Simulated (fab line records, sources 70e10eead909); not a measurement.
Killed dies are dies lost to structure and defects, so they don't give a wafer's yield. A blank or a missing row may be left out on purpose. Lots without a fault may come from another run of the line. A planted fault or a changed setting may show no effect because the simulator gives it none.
A struck lot beside a sound one | flow nand_harc | 41 steps out of a route of 1302
Sound: wafers L862.1, L862.3, L862.6. Struck: wafers L872.2, L872.5, L872.6. The cause comes at the end.
At each step with rows: each side's tool, then ch and its chambers, then its first start. Under that, the readings that differ: sound wafers | struck wafers | difference of the means | sigmas: that difference in standard deviations of wafers without a fault.
alike: readings whose means differ by less than 2 such deviations, and words and numbers that are the same on both sides. not compared: withheld readings, readings that some wafer has no value for, bounds like >300 that may hide the same value, and numbers for which the record gives no deviation and whose values overlap.
The two part at a step that has a row with sigmas, a row that says differs or no value, or rows on one side only. Numbers that don't overlap but have no deviation are shown without sigmas and don't part them. A reading that every wafer of one side lacks parts them only if that side has two wafers or more.

first, 1 step without rows for these wafers: NHARC_A_M1_DEVELOP_08 (develop time 35 s).
NHARC_A_M1_CD_MEAS_09: target cd 120 nm.
  sound on cd_sem-02 ch 0, day 27 14:55; struck on cd_sem-03 ch 0, day 31 12:23
  alike: cd_nm
NHARC_A_M1_OVL_MEAS_10: pitch 240 nm.
  sound on overlay-01, day 27 15:01; struck on overlay-02, day 31 12:28
  reading           | sound       | struck         | difference | sigmas
  overlay_y_nm (nm) | 0.3 0.0 0.0 | -1.4 -2.0 -2.3 | -2.0       | -2
  alike: overlay_x_nm
NHARC_A_M1_INSPECT_11:
  sound on defect_inspect-01, day 27 15:03; struck on defect_inspect-01, day 31 12:30
  alike: raw_defect_count
then, 1 step without rows for these wafers: NHARC_A_M1_DESCUM_14 (chemistry O2, time 3 s).
NHARC_A_M1_ETCH_35: etches the open film in N2/H2, target depth 40 nm, overetch 12 nm, time 43.94 s.
  sound on rie_diel-10 ch 0,1,2, day 27 15:12; struck on rie_diel-01 ch 1,2,3, day 31 12:40
  alike: bias_w, drypump_motor_current_A, n2_flow_sccm, oes_product_au, rf_vpp_V, showerhead_plenum_p_Torr, throttle_valve_pct
  not compared: rf_hours_counter_h
then, 1 step without rows for these wafers: NHARC_A_M1_ETCH_15 (etches the open film in C4F8/Ar, target depth 182.5 nm, time 91.2 s).
NHARC_A_M1_CD_MEAS_16:
  sound on cd_sem-03, day 27 15:25; struck on cd_sem-02, day 31 12:52
  alike: cd_nm
then, 3 steps without rows for these wafers: NHARC_A_M1_STRIP_18 (strips in N2/H2); NHARC_A_M1_ETCH_28 (etches the open film in CF4/N2, target depth 30 nm, time 72.99 s); NHARC_A_M1_STRIP_19 (strips in post etch residue remover, time 600 s).
NHARC_A_M1_DEGAS_29: time 60 s.
  sound on pvd_sputter-01, day 27 16:13; struck on pvd_sputter-03, day 31 13:36
  reading              | sound                | struck | difference                    | sigmas
  susceptor_temp_C (C) | 249.95 249.75 249.85 | - - -  | no value on the struck wafers |
  alike: heater_power_w
NHARC_A_M1_PRE_CLEAN_30: time 30 s.
  sound on pvd_sputter-01, day 27 16:15; struck on pvd_sputter-03, day 31 13:40
  alike: heater_power_w, susceptor_temp_C
then, 1 step without rows for these wafers: NHARC_A_M1_PVD_20 (deposits TaN, target thk 5 nm, time 8.06 s).
NHARC_A_M1_PVD_21: deposits Cu, target thk 30 nm, time 20.49 s.
  sound on pvd_sputter-01; struck on pvd_sputter-03
  alike: throttle_valve_pct
then, 3 steps without rows for these wafers: NHARC_A_M1_ECD_22 (material Cu, target thk 400 nm); NHARC_A_M1_ANNEAL_31 (time 90 s); NHARC_A_M1_CMP_23 (polishes, t overpolish 20 s, target thk 154.34 nm).
NHARC_A_M1_THK_MEAS_24: measures by xrf.
  sound on film_metro-02, day 27 17:35; struck on film_metro-02, day 31 14:59
  alike: thk_nm
then, 5 steps without rows for these wafers: NHARC_A_M1_SRD_25; NHARC_A_M1_PRE_CLEAN_32 (time 12 s); NHARC_A_M1_DEP_33 (deposits SiCN, target thk 30 nm); NHARC_A_BONDPAD_DEP_00 (deposits SiCN, target thk 250 nm); NHARC_A_BONDPAD_CMP_29 (polishes SiCN, target thk 200 nm).
NHARC_A_BONDPAD_THK_MEAS_30: measures by ellipsometry.
  sound on film_metro-02, day 27 19:08; struck on film_metro-02, day 31 16:29
  alike: thk_nm
then, 10 steps without rows for these wafers: NHARC_A_BONDPAD_SRD_31; NHARC_A_BONDPAD_DEHYDRATE_01 (time 120 s); NHARC_A_BONDPAD_HMDS_02 (time 30 s); NHARC_A_BONDPAD_COAT_33 (time 65 s); NHARC_A_BONDPAD_COAT_03 (resist thk 600 nm); NHARC_A_BONDPAD_SOFTBAKE_04 (time 70 s); NHARC_A_BONDPAD_EBR_05; NHARC_A_BONDPAD_EXPOSE_06 (exposes mask A BPAD); NHARC_A_BONDPAD_PEB_07 (peb time 80 s); NHARC_A_BONDPAD_DEVELOP_08 (time 50 s).
NHARC_A_BONDPAD_CD_MEAS_09: target cd 500 nm.
  sound on cd_sem-02 ch 0, day 27 19:41; struck on cd_sem-03 ch 0, day 31 17:03
  alike: cd_nm
NHARC_A_BONDPAD_OVL_MEAS_35:
  sound on overlay-01, day 27 19:47; struck on overlay-02, day 31 17:08
  alike: overlay_x_nm, overlay_y_nm
then, 1 step without rows for these wafers: NHARC_A_BONDPAD_HARDBAKE_10 (time 65 s).
NHARC_A_BONDPAD_DESCUM_11: chemistry O2, time 3 s.
  sound on rie_diel-04 ch 2,3, day 27 19:55; struck on rie_diel-03 ch 1,2, day 31 17:16
  alike: drypump_motor_current_A, oes_product_au, rf_vpp_V, showerhead_plenum_p_Torr, throttle_valve_pct
  not compared: rf_hours_counter_h
NHARC_A_BONDPAD_ETCH_34: etches the open film in N2/H2, target depth 60 nm, overetch 18 nm, time 65.91 s.
  sound on rie_diel-04 ch 0,1,3, day 27 20:00; struck on rie_diel-03 ch 1,2, day 31 17:22
  alike: bias_w, drypump_motor_current_A, n2_flow_sccm, oes_product_au, rf_vpp_V, showerhead_plenum_p_Torr, throttle_valve_pct
  not compared: rf_hours_counter_h
NHARC_END_SORT_01:
  the record has rows for the struck wafers here (prober-01 ch 0, day 33 03:52) and none for the sound ones

WHERE THEY PART
First at NHARC_A_M1_OVL_MEAS_10; last, within this record, at NHARC_END_SORT_01.

WHY: what the simulator had put in
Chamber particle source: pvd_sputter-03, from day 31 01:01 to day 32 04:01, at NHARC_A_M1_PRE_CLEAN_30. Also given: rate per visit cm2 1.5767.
